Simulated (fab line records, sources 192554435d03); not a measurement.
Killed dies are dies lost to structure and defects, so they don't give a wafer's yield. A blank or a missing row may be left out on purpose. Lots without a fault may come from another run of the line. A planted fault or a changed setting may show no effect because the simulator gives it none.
Tool commonality check | flow n5_finfet | 10 lots, 30 wafers sampled

WHY IT WAS OPENED
At N5_BEOL_M9_THK_MEAS_01 the reading M9_ILD_THK is flagged on 2 of 10 lots. Wafers without a fault read 267 nm, standard deviation 3.6.
Rule: a lot is flagged when every wafer of it that has a number lies more than 4 standard deviations from that mean, or none has a number. The other lots count as sound.

lot  | measured     | on            | M9_ILD_THK (nm), wafer by wafer | flag
L131 | day 11 11:20 | film_metro-01 | 265 269 268                     |
L133 | day 11 21:13 | film_metro-01 | 265 265 268                     |
L130 | day 12 13:35 | film_metro-02 | 264 270 264                     |
L137 | day 13 06:28 | film_metro-02 | 541 549 556                     | FLAGGED
L140 | day 14 15:52 | film_metro-01 | 261 262 267                     |
L139 | day 14 17:27 | film_metro-02 | 553 550 554                     | FLAGGED
L142 | day 14 22:44 | film_metro-01 | 262 269 268                     |
L143 | day 15 09:06 | film_metro-01 | 272 271 270                     |
L148 | day 16 08:43 | film_metro-02 | 263 267 268                     |
L152 | day 18 11:29 | film_metro-02 | 268 263 265                     |
The numbers of the flagged lots are 550 nm on average: +284 nm against the usual, or +79 standard deviations.

WHICH TOOL RAN EACH LOT
The record holds 2 process steps before the reading, out of a route of 1938 steps. In each cell: the tool, then ch and the chambers that the sampled wafers went through, then the start.
lot  | flag    | N5_BEOL_M8_SPUTTER_48        | N5_BEOL_M9_ILD_DEP_00
L131 |         | pvd_sputter-01, day 11 09:14 | pecvd-04 ch 0,1,2, day 11 10:16
L133 |         | pvd_sputter-01, day 11 19:37 | pecvd-02 ch 0,1,2, day 11 20:37
L130 |         | pvd_sputter-03, day 12 11:32 | pecvd-02 ch 0,1, day 12 12:54
L137 | FLAGGED | pvd_sputter-01, day 13 04:21 | pecvd-02 ch 0,2, day 13 05:32
L140 |         | pvd_sputter-02, day 14 14:17 | pecvd-02 ch 0,1, day 14 15:16
L139 | FLAGGED | pvd_sputter-03, day 14 15:23 | pecvd-04 ch 0,1,2, day 14 16:36
L142 |         | pvd_sputter-01, day 14 21:09 | pecvd-03 ch 0,2, day 14 22:09
L143 |         | pvd_sputter-01, day 15 07:28 | pecvd-04 ch 1,2, day 15 08:29
L148 |         | pvd_sputter-03, day 16 07:01 | pecvd-02 ch 2, day 16 08:04
L152 |         | pvd_sputter-01, day 18 09:20 | pecvd-02 ch 0,2, day 18 10:44
What these steps do:
- N5_BEOL_M8_SPUTTER_48: material Cu, target thk 10 nm, time 1.667 s.
- N5_BEOL_M9_ILD_DEP_00: deposits SiCOH lowk from DEMS/porogen, target thk 308.51 nm, time 58 s.
- N5_BEOL_M9_THK_MEAS_01

FLAGGED OVER TOTAL, TOOL BY TOOL (the gauges that took the reading come last)
step                   | tool           | lots run | flagged | share of the flagged lots | sound lots run after its first flagged lot
N5_BEOL_M8_SPUTTER_48  | pvd_sputter-01 | 6        | 1       | some                      | 3 (L142,L143,L152)
N5_BEOL_M8_SPUTTER_48  | pvd_sputter-02 | 1        | 0       | none                      | -
N5_BEOL_M8_SPUTTER_48  | pvd_sputter-03 | 3        | 1       | some                      | 1 (L148)
N5_BEOL_M9_ILD_DEP_00  | pecvd-02       | 6        | 1       | some                      | 3 (L140,L148,L152)
N5_BEOL_M9_ILD_DEP_00  | pecvd-03       | 1        | 0       | none                      | -
N5_BEOL_M9_ILD_DEP_00  | pecvd-04       | 3        | 1       | some                      | 1 (L143)
N5_BEOL_M9_THK_MEAS_01 | film_metro-01  | 5        | 0       | none                      | -
N5_BEOL_M9_THK_MEAS_01 | film_metro-02  | 5        | 2       | all                       | 2 (L148,L152)

WHAT THE TABLE ALLOWS
1 row of the table ran every flagged lot: film_metro-02 at N5_BEOL_M9_THK_MEAS_01.
- film_metro-02 at N5_BEOL_M9_THK_MEAS_01: 2 of its 5 lots flagged. Sound lots ran on it after the first flagged one (L148, L152), which a lasting fault on the whole tool wouldn't allow.
No row of the table ran every flagged lot and no sound lot after the first.

WHAT THE SIMULATOR HAD PUT IN
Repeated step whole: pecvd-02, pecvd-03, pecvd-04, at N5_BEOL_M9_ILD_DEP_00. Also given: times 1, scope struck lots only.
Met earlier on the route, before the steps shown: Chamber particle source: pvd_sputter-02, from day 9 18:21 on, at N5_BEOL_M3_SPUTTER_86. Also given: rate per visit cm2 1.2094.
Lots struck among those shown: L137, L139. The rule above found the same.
